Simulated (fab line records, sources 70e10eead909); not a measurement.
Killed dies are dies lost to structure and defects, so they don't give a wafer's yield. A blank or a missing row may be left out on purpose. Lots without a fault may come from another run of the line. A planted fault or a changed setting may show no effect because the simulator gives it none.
A struck lot beside a sound one | flow nand_harc | 15 steps out of a route of 1302
Sound: wafers L900.1, L900.4, L900.5. Struck: wafers L908.1, L908.5, L908.6. The cause comes at the end.
At each step with rows: each side's tool, then ch and its chambers, then its first start. Under that, the readings that differ: sound wafers | struck wafers | difference of the means | sigmas: that difference in standard deviations of wafers without a fault.
alike: readings whose means differ by less than 2 such deviations, and words and numbers that are the same on both sides. not compared: withheld readings, readings that some wafer has no value for, bounds like >300 that may hide the same value, and numbers for which the record gives no deviation and whose values overlap.
The two part at a step that has a row with sigmas, a row that says differs or no value, or rows on one side only. Numbers that don't overlap but have no deviation are shown without sigmas and don't part them. A reading that every wafer of one side lacks parts them only if that side has two wafers or more.

NHARC_P_ZERO_WELL_INSPECT_43:
  sound on defect_inspect-01, day 3 19:36; struck on defect_inspect-01, day 7 04:38
  alike: raw_defect_count
then, 11 steps without rows for these wafers: NHARC_P_STI_ETCH_26 (etches SiO2 in dHF, target depth 11 nm); NHARC_P_STI_PRECLEAN_27 (cleans in SC1); NHARC_P_STI_SRD_28; NHARC_P_STI_OXIDE_29 (material SiO2, target thk 10 nm, ox time 1362 s); NHARC_P_STI_HM_DEP_30 (deposits Si3N4, target thk 80 nm, time 873 s); NHARC_P_STI_DEHYDRATE_01 (time 120 s); NHARC_P_STI_HMDS_02 (time 30 s); NHARC_P_STI_COAT_41 (time 65 s); NHARC_P_STI_COAT_03 (resist thk 600 nm); NHARC_P_STI_SOFTBAKE_04 (time 70 s); NHARC_P_STI_EBR_05.
NHARC_P_STI_EXPOSE_06: exposes mask P STI, target cd 200 nm.
  sound on krf_scanner-03 ch 0, day 4 10:07; struck on krf_scanner-03 ch 0, day 7 20:58
  reading                       | sound       | struck            | difference | sigmas
  model.P_STI.overlay_x_nm (nm) | -11 -11 -11 | 14.61 14.61 14.61 | +25.61     |
  alike: mask
then, 2 steps without rows for these wafers: NHARC_P_STI_PEB_07 (peb time 80 s); NHARC_END_SORT_01.

WHERE THEY PART
Nowhere in this record.

WHY: what the simulator had put in
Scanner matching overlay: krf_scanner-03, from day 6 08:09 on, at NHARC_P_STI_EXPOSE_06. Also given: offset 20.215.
